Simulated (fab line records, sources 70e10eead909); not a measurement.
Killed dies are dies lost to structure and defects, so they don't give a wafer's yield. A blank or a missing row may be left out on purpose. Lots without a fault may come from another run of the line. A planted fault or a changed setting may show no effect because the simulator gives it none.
fab line records | flow nand_harc | part 1 of 2: steps 1 to 20 of 31
record lots=5 wafers=15 last_day=32
route steps=1302 shown A_SLIT@932 A_SIN_REMOVE@947 A_WL_FILL@952
lots that met no fault: from a run of the same line without faults
start_h: hours from the record's first day to the start of the lot's first wafer shown | wait_h: hours since the lot's step before | " the same as in the row above | L1.1+2: a row that stands for several wafers | - no value, or no start given | * or withheld: withheld | < > ~ a bound
route shown NAME@n: a module of which the file shows steps, and the number in the route of the first | usual: mean/standard deviation of fault-free wafers | same: alike in all rows | chamber/n: place in a boat | sites: the reading at each site | _std_site: their standard deviation | _edge_site: outer sites' mean less inner sites' | radius_mm: how far each site lies from the wafer's centre | mask NAME#n: copy n | behind: the tool/chamber that last shaped the wafer | hold: why the lot was held/for how many hours/how that ended | device: the transistor (n, p or np) that didn't switch | end of line: the same wafers' tests at the end of the route | a step without rows: its recipe alone | killed: dies lost to structure and defects at the first sort, not the wafer's yield | map: a wafer's dies, x killed, . not, _ none there
set.NAME: the setting as run; set.NAME@STEP: as run at that earlier step | model.NAME: the simulator's own value behind a step, which no gauge read
lots at some steps of the route; a table a step, a row a wafer
services: from which hour (start_h, from the record's first day; less than 0 if before it) a tool's chamber was out of use, for how many hours, and why
## steps
# step NHARC_A_SLIT_DEVELOP_08
# recipe develop_time_s=35 dev_temp_c=23
# usual developer_temp_C=23.00/0.11
# columns lot.wafer tool chamber start_h wait_h developer_temp_C
L078.3 litho_track-06 0 - - 22.99
L078.4 " 0 " " 23.16
L078.5 " 0 " " 23.12
L081.2 litho_track-04 0 - - 22.86
L081.3 " 0 " " 23.01
L081.6 " 0 " " 23.05
L083.1 litho_track-01 0 - - 22.93
L083.2 " 0 " " 22.97
L083.5 " 0 " " 22.77
L086.2 litho_track-06 0 - - 23.09
L086.5 " 0 " " 23.03
L086.6 " 0 " " 23.11
L096.2 litho_track-04 0 - - 22.93
L096.3 " 0 " " 22.99
L096.5 " 0 " " 22.84
# step NHARC_A_SLIT_CD_MEAS_09
# recipe target_cd_nm=300 landing_energy_ev=500
# usual cd_nm=299.9/0.72
# columns lot.wafer tool chamber start_h wait_h cd_nm
L078.3 cd_sem-02 0 478.14 - 299.4
L078.4 " 0 " " 300.5
L078.5 " 0 " " 300.2
L081.2 cd_sem-01 0 521.20 - 299.1
L081.3 " 0 " " 300.9
L081.6 " 0 " " 298.5
L083.1 cd_sem-03 0 540.42 - 299.7
L083.2 " 0 " " 299.1
L083.5 " 0 " " 299.0
L086.2 cd_sem-02 0 583.13 - 298.5
L086.5 " 0 " " 298.5
L086.6 " 0 " " 300.5
L096.2 cd_sem-02 0 659.32 - 299.1
L096.3 " 0 " " 300.4
L096.5 " 0 " " 300.4
# step NHARC_A_SLIT_OVL_MEAS_10
# usual overlay_x_nm=0.2/0.93 overlay_y_nm=0.3/0.87
# columns lot.wafer tool chamber start_h wait_h overlay_x_nm overlay_y_nm
L078.3 overlay-01 - 478.22 - 1.6 0.8
L078.4 " - " " 0.6 0.6
L078.5 " - " " 0.8 -0.1
L081.2 overlay-02 - 521.28 - 0.4 0.4
L081.3 " - " " -0.1 0.5
L081.6 " - " " 0.7 1.5
L083.1 overlay-02 - 540.50 - 0.7 0.7
L083.2 " - " " 0.9 0.2
L083.5 " - " " 0.4 0.8
L086.2 overlay-01 - 583.22 - 1.1 -1.0
L086.5 " - " " 1.3 -0.2
L086.6 " - " " 0.7 -1.1
L096.2 overlay-01 - 659.40 - -0.1 -1.6
L096.3 " - " " -0.7 -1.9
L096.5 " - " " 0.4 -1.3
# step NHARC_A_SLIT_INSPECT_11
# usual raw_defect_count=58/31
# columns lot.wafer tool chamber start_h wait_h raw_defect_count
L078.3 defect_inspect-01 - 478.26 0.0 81
L078.4 " - " " 64
L078.5 " - " " 69
L081.2 defect_inspect-02 - 521.32 0.0 73
L081.3 " - " " 74
L081.6 " - " " 68
L083.1 defect_inspect-02 - 540.54 0.0 35
L083.2 " - " " 47
L083.5 " - " " 27
L086.2 defect_inspect-01 - 583.26 0.0 15
L086.5 " - " " 31
L086.6 " - " " 25
L096.2 defect_inspect-02 - 659.44 0.0 7
L096.3 " - " " 16
L096.5 " - " " 11
# step NHARC_A_SLIT_DESCUM_14
# recipe time_s=3 o2_flow_sccm=200 ar_flow_sccm=0 bias_power_w=0 chemistry=O2
# usual drypump_motor_current_A=5.8/0.36 oes_product_au=1.004/0.013 rf_vpp_V=57.9/0.91 showerhead_plenum_p_Torr=1.93/0.093 throttle_valve_pct=11.311/0.0083
# columns lot.wafer tool chamber start_h wait_h drypump_motor_current_A oes_product_au rf_hours_counter_h rf_vpp_V showerhead_plenum_p_Torr throttle_valve_pct
L078.4 rie_diel-01 1 478.32 0.1 5.8 0.998 4.7 57.7 2.01 11.289
L078.3 " 2 " " 5.4 0.979 4.8 58.1 1.99 11.325
L078.5 " 1 " " 5.7 0.996 - 58.3 2.01 11.315
L081.2 rie_diel-01 3 521.38 0.1 6.0 1.021 8.6 55.7 1.80 11.304
L081.3 " 2 " " 5.4 0.976 8.0 58.2 1.99 11.302
L081.6 " 0 " " 5.5 0.993 - 57.6 1.84 11.319
L083.1 rie_diel-13 2 540.60 0.1 5.7 1.003 0.2 57.2 1.99 11.310
L083.2 " 1 " " 6.0 1.016 0.2 58.1 1.94 11.315
L083.5 " 2 " " 5.7 1.011 - 58.6 1.99 11.311
L086.2 rie_diel-13 1 583.33 0.1 6.0 1.007 2.9 59.4 1.94 11.316
L086.5 " 3 " " 5.5 1.009 - 59.0 1.78 11.300
L086.6 " 0 " " 5.8 1.011 - 57.4 1.84 11.310
L096.3 rie_diel-13 0 659.51 0.1 5.8 0.997 7.6 56.5 1.84 11.316
L096.2 " 2 " " 5.7 1.013 9.1 58.1 1.99 11.308
L096.5 " 3 " " 5.5 0.992 - 58.3 1.78 11.313
# step NHARC_A_SLIT_ETCH_24
# recipe target_depth_a=1210 time_s=60.5 cf4_flow_sccm=100 chf3_flow_sccm=30 ar_flow_sccm=0 rf_w=500 bias_w=200 chemistry=CF4/CHF3
# usual drypump_motor_current_A=5.8/0.36 oes_product_au=0.965/0.018 rf_vpp_V=371.0/2.5 showerhead_plenum_p_Torr=1.59/0.072 throttle_valve_pct=16.802/0.0084
# columns lot.wafer tool chamber start_h wait_h drypump_motor_current_A oes_product_au rf_hours_counter_h rf_vpp_V showerhead_plenum_p_Torr throttle_valve_pct
L078.3 rie_diel-01 0 478.46 0.1 5.5 0.957 5.6 368.0 1.51 16.807
L078.4 " 1 " " 5.7 0.939 4.7 372.7 1.65 16.798
L078.5 " 0 " " 5.5 0.955 - 368.5 1.51 16.805
L081.3 rie_diel-01 2 521.48 0.1 5.4 0.946 8.0 374.1 1.63 16.802
L081.2 " 3 " " 6.0 0.974 8.6 366.5 1.48 16.815
L081.6 " 1 " " 5.7 0.979 - 372.3 1.65 16.782
L083.1 rie_diel-13 3 540.71 0.1 5.5 0.977 0.2 365.7 1.47 16.788
L083.2 " 1 " " 6.0 0.989 0.2 370.8 1.59 16.806
L083.5 " 2 " " 5.7 0.972 - 372.4 1.63 16.792
L086.2 rie_diel-13 3 583.42 0.1 5.6 0.961 3.4 367.2 1.47 16.801
L086.6 " 1 " " 6.0 0.960 - 371.3 1.59 16.815
L086.5 " 2 " " 5.7 0.962 - 372.6 1.63 16.798
L096.3 rie_diel-13 2 659.59 0.1 5.6 0.995 9.1 373.4 1.63 16.800
L096.2 " 3 " " 5.5 0.960 9.5 366.7 1.47 16.812
L096.5 " 1 " " 6.0 1.014 - 371.4 1.59 16.814
# step NHARC_A_SLIT_ETCH_15
# recipe target_depth_a=62000 over_etch_frac=0.3 time_s=1612 ion_energy_ev=150 o2_flow_sccm=400 cos_flow_sccm=20 ar_flow_sccm=0 rf_w=500 bias_w=300 chemistry=O2/COS
# usual drypump_motor_current_A=5.8/0.37 oes_product_au=1.004/0.014 rf_vpp_V=314.4/2.2 showerhead_plenum_p_Torr=3.15/0.14 throttle_valve_pct=28.329/0.0095
# same over_etch_frac=0.3
# columns lot.wafer tool chamber start_h wait_h drypump_motor_current_A oes_product_au rf_hours_counter_h rf_vpp_V showerhead_plenum_p_Torr throttle_valve_pct
L078.4 rie_diel-01 2 - - 5.4 0.974 5.1 314.8 3.24 28.336
L078.3 " 1 " " 5.7 0.991 4.9 316.6 3.28 28.333
L078.5 " 2 " " 5.4 0.971 - 315.3 3.24 28.331
L081.2 rie_diel-01 2 - - 5.4 0.994 8.2 315.8 3.24 28.330
L081.3 " 3 " " 6.0 1.022 8.8 311.6 2.94 28.314
L081.6 " 3 " " 6.0 1.042 - 311.9 2.95 28.339
L083.1 rie_diel-13 1 - - 6.0 1.023 0.4 313.3 3.16 28.324
L083.2 " 2 " " 5.7 1.015 0.4 314.6 3.24 28.320
L083.5 " 2 " " 5.7 1.003 - 316.3 3.24 28.344
L086.2 rie_diel-13 3 - - 5.5 1.012 3.7 312.0 2.92 28.315
L086.5 " 3 " " 5.5 1.014 - 309.9 2.92 28.337
L086.6 " 0 " " 5.8 1.006 - 311.9 3.01 28.335
L096.3 rie_diel-13 3 - - 5.5 0.990 9.7 312.0 2.92 28.342
L096.2 " 0 " " 5.8 0.996 7.8 311.8 3.01 28.333
L096.5 " 3 " " 5.5 0.997 - 311.3 2.92 28.334
# step NHARC_A_SLIT_ETCH_17
# recipe bias_v=900 source_w=withheld pressure_mtorr=20 ar_flow_sccm=375 c4f8_flow_sccm=83.3 o2_flow_sccm=41.7 time_s=4254.5 target_depth_a=2.03e+05 chemistry=C4F8/O2/Ar
# usual c4f8_flow_sccm=83.34/0.27 drypump_motor_current_A=5.50/0.26 showerhead_plenum_p_Torr=3.69/0.11 throttle_valve_pct=32.046/0.0097
# columns lot.wafer tool chamber start_h wait_h c4f8_flow_sccm drypump_motor_current_A rf_hours_counter_h showerhead_plenum_p_Torr throttle_valve_pct
L078.4 har_etch-02 1 480.83 - 83.45 5.06 - 3.68 32.037
L078.3 " 0 " " 83.19 5.77 - 3.91 32.025
L078.5 " 1 " " 83.58 5.06 - 3.68 32.060
L081.2 har_etch-02 0 523.25 - 83.69 5.77 73 3.90 32.032
L081.3 " 0 524.47 - 83.69 5.77 - 3.90 32.037
L081.6 " 1 " " 83.45 5.07 - 3.67 32.047
L083.1 har_etch-02 0 542.12 - 83.20 5.77 84 3.89 32.040
L083.2 " 1 " " 83.32 5.06 84 3.67 32.054
L083.5 " 0 544.48 - 83.59 5.76 - 3.89 32.063
L086.2 har_etch-01 1 585.18 - 82.82 5.49 334 3.61 32.047
L086.6 " 0 587.01 - 83.05 5.65 - 3.61 32.049
L086.5 " 1 " " 82.99 5.49 - 3.61 32.029
L096.2 har_etch-01 0 663.77 - 83.10 5.64 379 3.58 32.032
L096.3 " 1 " " 83.03 5.49 - 3.58 32.056
L096.5 " 0 666.22 - 83.84 5.63 - 3.58 32.045
# step NHARC_A_SLIT_ETCH_26
# recipe bias_v=400 source_w=2000 pressure_mtorr=25 time_s=90 ar_flow_sccm=375 c4f8_flow_sccm=41.7 o2_flow_sccm=83.3 target_depth_a=4000 chemistry=C4F8/O2/Ar
# usual c4f8_flow_sccm=41.70/0.12 drypump_motor_current_A=5.50/0.26 showerhead_plenum_p_Torr=3.72/0.12 throttle_valve_pct=27.620/0.0093
# columns lot.wafer tool chamber start_h wait_h c4f8_flow_sccm drypump_motor_current_A rf_hours_counter_h showerhead_plenum_p_Torr throttle_valve_pct
L078.4 har_etch-02 1 483.31 1.9 41.57 5.06 - 3.71 27.625
L078.3 " 0 " " 41.60 5.77 - 3.95 27.615
L078.5 " 1 " " 41.52 5.07 - 3.71 27.619
L081.2 har_etch-02 0 526.32 2.5 41.61 5.77 76 3.94 27.612
L081.3 " 0 " " 41.69 5.76 - 3.94 27.611
L081.6 " 1 " " 41.77 5.06 - 3.70 27.619
L083.1 har_etch-02 0 545.67 3.0 41.52 5.77 87 3.93 27.618
L083.2 " 1 " " 41.56 5.06 87 3.70 27.603
L083.5 " 0 " " 41.68 5.77 - 3.93 27.622
L086.2 har_etch-01 1 588.26 2.5 41.73 5.48 337 3.64 27.602
L086.6 " 0 " " 41.81 5.65 - 3.64 27.627
L086.5 " 1 " " 41.94 5.48 - 3.64 27.611
L096.2 har_etch-01 0 666.87 2.5 41.81 5.64 382 3.61 27.640
L096.3 " 1 " " 41.77 5.50 - 3.61 27.612
L096.5 " 0 " " 41.51 5.64 - 3.61 27.625
# step NHARC_A_SLIT_STRIP_28
# recipe o2_flow_sccm=400 cos_flow_sccm=20 ar_flow_sccm=0 bias_w=0 chemistry=O2/COS
# columns lot.wafer tool chamber start_h wait_h
L078.3+4+5 rie_diel-13 0,3,1 484.04 0.7
L081.3+2+6 rie_diel-01 3,0,3 527.09 0.7
L083.2+1+5 rie_diel-01 1,0,2 546.46 0.7
L086.2+6+5 rie_diel-01 0,1,2 589.02 0.7
L096.2+3+5 rie_diel-01 1,3,0 667.64 0.7
# step NHARC_A_SLIT_ETCH_29
# recipe target_depth_a=1000 overetch_a=100 time_s=55 ion_energy_ev=100 cf4_flow_sccm=80 o2_flow_sccm=20 ar_flow_sccm=0 rf_w=300 bias_w=100 chemistry=CF4/O2
# usual drypump_motor_current_A=5.7/0.35 oes_o_777_au=1.000/0.0042 oes_product_au=1.003/0.012 rf_vpp_V=197.9/1.5 showerhead_plenum_p_Torr=1.35/0.061 throttle_valve_pct=13.397/0.0083
# columns lot.wafer tool chamber start_h wait_h drypump_motor_current_A oes_o_777_au oes_product_au rf_hours_counter_h rf_vpp_V showerhead_plenum_p_Torr throttle_valve_pct
L078.4 rie_diel-13 0 484.14 0.1 5.8 1.003 1.005 9.0 195.0 1.29 13.404
L078.3 " 1 " " 6.0 1.004 1.025 9.4 197.8 1.35 13.407
L078.5 " 3 " " 5.5 0.996 1.015 - 195.9 1.25 13.407
L081.3 rie_diel-01 2 527.18 0.1 5.4 0.999 0.977 9.1 198.3 1.39 13.388
L081.2 " 3 " " 6.0 0.999 1.016 9.6 195.0 1.26 13.389
L081.6 " 1 " " 5.7 0.995 1.013 - 199.1 1.40 13.392
L083.1 rie_diel-01 0 546.55 0.1 5.5 1.007 1.013 10.4 198.6 1.28 13.418
L083.2 " 3 " " 6.0 1.002 1.020 11.0 195.7 1.26 13.395
L083.5 " 1 " " 5.7 0.998 1.014 - 200.5 1.40 13.405
L086.2 rie_diel-01 0 589.15 0.1 5.5 1.003 0.997 1.8 196.4 1.28 13.386
L086.5 " 1 " " 5.7 1.000 1.003 - 200.9 1.40 13.388
L086.6 " 0 " " 5.5 0.988 0.996 - 197.8 1.28 13.397
L096.2 rie_diel-01 1 667.73 0.1 5.7 0.997 0.987 6.9 199.0 1.40 13.396
L096.3 " 2 " " 5.4 1.003 0.997 7.0 198.2 1.38 13.405
L096.5 " 0 " " 5.4 0.992 1.000 - 196.9 1.28 13.390
# step NHARC_A_SLIT_STRIP_18
# recipe o2_flow_sccm=500 ar_flow_sccm=0 bias_w=0 chemistry=O2
# usual drypump_motor_current_A=5.8/0.35 oes_product_au=1.005/0.012 rf_vpp_V=57.8/0.86 showerhead_plenum_p_Torr=3.56/0.15 throttle_valve_pct=17.035/0.0087
# columns lot.wafer tool chamber start_h wait_h drypump_motor_current_A oes_product_au rf_hours_counter_h rf_vpp_V showerhead_plenum_p_Torr throttle_valve_pct
L078.4 rie_diel-13 1 - - 6.0 1.027 9.4 57.3 3.57 17.038
L078.3 " 2 " " 5.7 1.021 8.1 58.0 3.66 17.013
L078.5 " 0 " " 5.8 1.018 - 57.8 3.40 17.046
L081.3 rie_diel-01 2 - - 5.3 0.994 9.1 57.2 3.66 17.031
L081.2 " 0 " " 5.5 1.003 9.0 57.9 3.40 17.029
L081.6 " 2 " " 5.4 0.993 - 58.9 3.66 17.029
L083.1 rie_diel-01 2 - - 5.4 0.984 10.4 57.8 3.66 17.042
L083.2 " 3 " " 6.0 1.024 11.1 58.1 3.33 17.037
L083.5 " 2 " " 5.4 0.994 - 58.5 3.66 17.040
L086.2 rie_diel-01 1 - - 5.8 1.013 1.6 58.1 3.70 17.041
L086.5 " 2 " " 5.4 1.001 - 58.8 3.66 17.030
L086.6 " 1 " " 5.8 1.006 - 57.8 3.70 17.030
L096.2 rie_diel-01 2 - - 5.4 1.006 7.1 59.0 3.65 17.045
L096.3 " 0 " " 5.5 0.998 7.3 55.5 3.39 17.040
L096.5 " 2 " " 5.4 1.001 - 57.9 3.65 17.036
# step NHARC_A_SLIT_PRECLEAN_19
# recipe time_s=* temp_c=50 bath_age_min=0 chemistry=SC1
# usual sc1_h2o2_end_mol_l=0.3697/0.00073
# columns lot.wafer tool chamber start_h wait_h sc1_h2o2_end_mol_l
L078.4 wet_bench-02 5 484.53 - 0.3705
L078.5 " 0 " " 0.3699
L078.3 " 2 " " 0.3711
L081.2 wet_bench-05 2 527.57 - 0.3695
L081.3 " 3 " " 0.3692
L081.6 " 6 " " 0.3702
L083.1 wet_bench-05 7 546.96 - 0.3693
L083.5 " 0 " " 0.3697
L083.2 " 2 " " 0.3702
L086.2 wet_bench-06 4 589.59 - 0.3702
L086.6 " 7 " " 0.3692
L086.5 " 1 " " 0.3696
L096.2 wet_bench-05 0 668.12 - 0.3693
L096.5 " 4 " " 0.3688
L096.3 " 5 " " 0.3697
# step NHARC_A_SLIT_SRD_20
# columns lot.wafer tool chamber start_h wait_h
L078.4+5+3 wet_bench-02 5,0,2 - -
L081.2+3+6 wet_bench-05 2,3,6 - -
L083.1+5+2 wet_bench-05 7,0,2 - -
L086.2+6+5 wet_bench-06 4,7,1 - -
L096.2+5+3 wet_bench-05 0,4,5 - -
# step NHARC_A_SLIT_CD_MEAS_21
# usual cd_nm=289.2/1.2
# columns lot.wafer tool chamber start_h wait_h cd_nm
L078.3 cd_sem-02 - 484.67 - 288.9
L078.4 " - " " 288.9
L078.5 " - " " 288.8
L081.2 cd_sem-01 - 527.71 - 289.2
L081.3 " - " " 287.8
L081.6 " - " " 288.1
L083.1 cd_sem-02 - 547.09 - 290.9
L083.2 " - " " 289.4
L083.5 " - " " 290.6
L086.2 cd_sem-01 - 589.74 - 289.2
L086.5 " - " " 288.6
L086.6 " - " " 289.7
L096.2 cd_sem-03 - 668.26 - 287.8
L096.3 " - " " 290.6
L096.5 " - " " 289.5
# step NHARC_A_SIN_REMOVE_WET_00
# recipe temp_c=160 time_s=15300 chemistry=H3PO4
# columns lot.wafer tool chamber start_h wait_h
L078.3+4+5 wet_h3po4-02 0 486.35 1.7
L081.2+3+6 wet_h3po4-02 1 529.38 1.7
L083.1+2+5 wet_h3po4-01 1 548.76 1.7
L086.2+5+6 wet_h3po4-02 1 591.40 1.7
L096.2+3+5 wet_h3po4-01 1 671.02 2.8
# step NHARC_A_SIN_REMOVE_PRECLEAN_01
# recipe time_s=* temp_c=50 bath_age_min=0 chemistry=SC1
# usual sc1_h2o2_end_mol_l=0.3698/0.00064
# columns lot.wafer tool chamber start_h wait_h sc1_h2o2_end_mol_l
L078.3 wet_bench-04 7 491.08 0.0 0.3703
L078.4 " 1 " " 0.3704
L078.5 " 3 " " 0.3697
L081.3 wet_bench-04 4 534.16 0.0 0.3688
L081.2 " 5 " " 0.3697
L081.6 " 6 " " 0.3690
L083.2 wet_bench-07 1 553.55 0.0 0.3704
L083.1 " 3 " " 0.3699
L083.5 " 4 " " 0.3692
L086.5 wet_bench-03 3 596.15 0.0 0.3704
L086.6 " 5 " " 0.3690
L086.2 " 6 " " 0.3706
L096.2 wet_bench-04 6 675.77 0.0 0.3699
L096.5 " 7 " " 0.3707
L096.3 " 0 " " 0.3700
# step NHARC_A_SIN_REMOVE_SRD_02
# columns lot.wafer tool chamber start_h wait_h
L078.3+4+5 wet_bench-04 7,1,3 - -
L081.3+2+6 wet_bench-04 4,5,6 - -
L083.2+1+5 wet_bench-07 1,3,4 - -
L086.5+6+2 wet_bench-03 3,5,6 - -
L096.2+5+3 wet_bench-04 6,7,0 - -
# step NHARC_A_SIN_REMOVE_INSPECT_04
# usual raw_defect_count=402/93
# columns lot.wafer tool chamber start_h wait_h raw_defect_count
L078.3 defect_inspect-02 - 491.27 0.0 407
L078.4 " - " " 379
L078.5 " - " " 345
L081.2 defect_inspect-02 - 534.34 0.0 304
L081.3 " - " " 409
L081.6 " - " " 388
L083.1 defect_inspect-01 - 553.72 0.0 294
L083.2 " - " " 272
L083.5 " - " " 239
L086.2 defect_inspect-01 - 596.33 0.0 481
L086.5 " - " " 491
L086.6 " - " " 469
L096.2 defect_inspect-02 - 675.94 0.0 286
L096.3 " - " " 354
L096.5 " - " " 359
# step NHARC_A_WL_FILL_ALD_00
# recipe target_thk_a=30 pulse_time_s=3 ald_cycles=30 temp_c=300 material=Al2O3
# usual heater_power_w=492/38 precursor_pulse_height_rel=0.998/0.02
# columns lot.wafer tool chamber start_h wait_h heater_power_w precursor_pulse_height_rel
L078.3 ald_hk-01 1 493.21 1.9 480 1.011
L078.4 " 0 " " 467 1.001
L078.5 " 1 " " 487 0.963
L081.3 ald_hk-01 2 534.43 0.1 512 0.961
L081.2 " 3 " " 514 0.998
L081.6 " 2 " " 522 0.987
L083.1 ald_hk-04 3 553.79 0.1 467 0.953
L083.2 " 2 " " 485 0.986
L083.5 " 0 " " 473 1.004
L086.2 ald_hk-03 1 596.99 0.7 562 1.015
L086.5 " 1 " " 544 0.983
L086.6 " 2 " " 525 0.987
L096.2 ald_hk-01 1 676.07 0.1 516 0.958
L096.3 " 2 " " 494 0.990
L096.5 " 0 " " 440 1.021
